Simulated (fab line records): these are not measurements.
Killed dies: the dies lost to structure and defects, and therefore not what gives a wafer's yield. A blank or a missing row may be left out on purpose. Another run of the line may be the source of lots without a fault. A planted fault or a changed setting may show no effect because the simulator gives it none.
Split-lot experiment / flow n5-finfet / on a route of 1938 steps: 7 lots, 21 wafers read

ABOUT THE SPLIT
At N5_BEOL_M11_COAT_59 (time 60 s, resist thk 100 nm), the setting spin-rpm was moved away from the recipe's 1500 rpm on 4 of the 21 wafers read, by -3.1% to +3.9%. The other wafers ran this setting at the recipe's value.

The reading is taken at the split's own step.

THE READING
SOC_of_BEOL_M11_COAT_59.thk-nm (the simulator's own value, which no gauge read), in nm, at N5_BEOL_M11_COAT_59 (time 60 s, resist thk 100 nm). The file does not state a usual value for it. Here, 17 wafers ran the recipe; their average is 100.1 nm with a standard deviation of 0.36 nm.

wafer=L078.1; tool, chamber at the split=litho-track-04, 0; spin-rpm as run, rpm=1500; against the recipe=recipe; SOC_of_BEOL_M11_COAT_59.thk-nm, nm=99.8; against lot-mates on the recipe=-
wafer=L078.2; tool, chamber at the split=litho-track-04, 0; spin-rpm as run, rpm=1500; against the recipe=recipe; SOC_of_BEOL_M11_COAT_59.thk-nm, nm=99.8; against lot-mates on the recipe=-
wafer=L078.5; tool, chamber at the split=litho-track-04, 0; spin-rpm as run, rpm=1500; against the recipe=recipe; SOC_of_BEOL_M11_COAT_59.thk-nm, nm=100; against lot-mates on the recipe=-
wafer=L083.1; tool, chamber at the split=litho-track-04, 0; spin-rpm as run, rpm=1500; against the recipe=recipe; SOC_of_BEOL_M11_COAT_59.thk-nm, nm=100.6; against lot-mates on the recipe=-
wafer=L083.4; tool, chamber at the split=litho-track-04, 0; spin-rpm as run, rpm=1500; against the recipe=recipe; SOC_of_BEOL_M11_COAT_59.thk-nm, nm=100.4; against lot-mates on the recipe=-
wafer=L083.6; tool, chamber at the split=litho-track-04, 0; spin-rpm as run, rpm=1500; against the recipe=recipe; SOC_of_BEOL_M11_COAT_59.thk-nm, nm=100.4; against lot-mates on the recipe=-
wafer=L084.1; tool, chamber at the split=litho-track-02, 0; spin-rpm as run, rpm=1500; against the recipe=recipe; SOC_of_BEOL_M11_COAT_59.thk-nm, nm=100.2; against lot-mates on the recipe=-
wafer=L084.3; tool, chamber at the split=litho-track-02, 0; spin-rpm as run, rpm=1500; against the recipe=recipe; SOC_of_BEOL_M11_COAT_59.thk-nm, nm=100.2; against lot-mates on the recipe=-
wafer=L084.6; tool, chamber at the split=litho-track-02, 0; spin-rpm as run, rpm=1500; against the recipe=recipe; SOC_of_BEOL_M11_COAT_59.thk-nm, nm=100.2; against lot-mates on the recipe=-
wafer=L085.4; tool, chamber at the split=litho-track-02, 0; spin-rpm as run, rpm=1453; against the recipe=-3.1%; SOC_of_BEOL_M11_COAT_59.thk-nm, nm=101.4; against lot-mates on the recipe=+1.6
wafer=L085.5; tool, chamber at the split=litho-track-02, 0; spin-rpm as run, rpm=1500; against the recipe=recipe; SOC_of_BEOL_M11_COAT_59.thk-nm, nm=99.8; against lot-mates on the recipe=-
wafer=L085.6; tool, chamber at the split=litho-track-02, 0; spin-rpm as run, rpm=1453; against the recipe=-3.1%; SOC_of_BEOL_M11_COAT_59.thk-nm, nm=101.2; against lot-mates on the recipe=+1.4
wafer=L093.1; tool, chamber at the split=litho-track-03, 0; spin-rpm as run, rpm=1500; against the recipe=recipe; SOC_of_BEOL_M11_COAT_59.thk-nm, nm=100.6; against lot-mates on the recipe=-
wafer=L093.4; tool, chamber at the split=litho-track-03, 0; spin-rpm as run, rpm=1500; against the recipe=recipe; SOC_of_BEOL_M11_COAT_59.thk-nm, nm=100.8; against lot-mates on the recipe=-
wafer=L093.5; tool, chamber at the split=litho-track-03, 0; spin-rpm as run, rpm=1500; against the recipe=recipe; SOC_of_BEOL_M11_COAT_59.thk-nm, nm=100.2; against lot-mates on the recipe=-
wafer=L094.1; tool, chamber at the split=litho-track-02, 0; spin-rpm as run, rpm=1500; against the recipe=recipe; SOC_of_BEOL_M11_COAT_59.thk-nm, nm=99.6; against lot-mates on the recipe=-
wafer=L094.3; tool, chamber at the split=litho-track-02, 0; spin-rpm as run, rpm=1500; against the recipe=recipe; SOC_of_BEOL_M11_COAT_59.thk-nm, nm=99.6; against lot-mates on the recipe=-
wafer=L094.2; tool, chamber at the split=litho-track-02, 0; spin-rpm as run, rpm=1500; against the recipe=recipe; SOC_of_BEOL_M11_COAT_59.thk-nm, nm=99.8; against lot-mates on the recipe=-
wafer=L097.2; tool, chamber at the split=litho-track-03, 0; spin-rpm as run, rpm=1558; against the recipe=+3.9%; SOC_of_BEOL_M11_COAT_59.thk-nm, nm=98; against lot-mates on the recipe=-1.8
wafer=L097.3; tool, chamber at the split=litho-track-03, 0; spin-rpm as run, rpm=1558; against the recipe=+3.9%; SOC_of_BEOL_M11_COAT_59.thk-nm, nm=98.4; against lot-mates on the recipe=-1.4
wafer=L097.4; tool, chamber at the split=litho-track-03, 0; spin-rpm as run, rpm=1500; against the recipe=recipe; SOC_of_BEOL_M11_COAT_59.thk-nm, nm=99.8; against lot-mates on the recipe=-

FIT RESULTS
A straight line over all 21 wafers: SOC_of_BEOL_M11_COAT_59.thk-nm changes by -0.448 nm for each +1% of spin-rpm; r = -0.90; the points scatter about the line by 0.35 nm.
The same after taking each lot's own level away (the mean of its wafers on the recipe; 21 wafers): -0.44 nm for each +1%; r = -0.98; scatter 0.15 nm.
Per that fit: largest spin-rpm move, reading shift of 1.7 nm.
Measured against the standard deviation above, the lots' own levels, which go from 99.67 to 100.53 nm, span 2.4 times it.
The two slopes are in agreement: the lot-to-lot level therefore moves the slope only a little.
Check: with one of the wafers moved furthest among these (+3.9%) left out of the fit, the line predicts -1.62 nm for it against its lot-mates. It came out at -1.8 nm against them.

THESE WAFERS: OTHER SPLITS
Other splits were also applied to these wafers ahead of the reading. Each is held against what the fit with the lots' levels taken away leaves over:
other split on the same wafers=N5_BEOL_M9_COAT_60 spin-rpm; wafers away from the commonest value=13; r with SOC_of_BEOL_M11_COAT_59.thk-nm (lot level and that fit taken away)=+0.01
other split on the same wafers=N5_BEOL_M9_ETCH_66 time-s; wafers away from the commonest value=7; r with SOC_of_BEOL_M11_COAT_59.thk-nm (lot level and that fit taken away)=-0.40
other split on the same wafers=N5_BEOL_M9_TRENCH_ETCH_37 source-w; wafers away from the commonest value=6; r with SOC_of_BEOL_M11_COAT_59.thk-nm (lot level and that fit taken away)=+0.23
other split on the same wafers=N5_BEOL_M10_TRENCH_ETCH_37 bias-w; wafers away from the commonest value=9; r with SOC_of_BEOL_M11_COAT_59.thk-nm (lot level and that fit taken away)=-0.18
other split on the same wafers=N5_BEOL_M10_ETCH_41 source-w; wafers away from the commonest value=7; r with SOC_of_BEOL_M11_COAT_59.thk-nm (lot level and that fit taken away)=+0.12

FILE'S OWN FIT
SOC_of_BEOL_M11_COAT_59.thk-nm changes by -0.44 nm for each +1% of spin-rpm, r = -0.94.
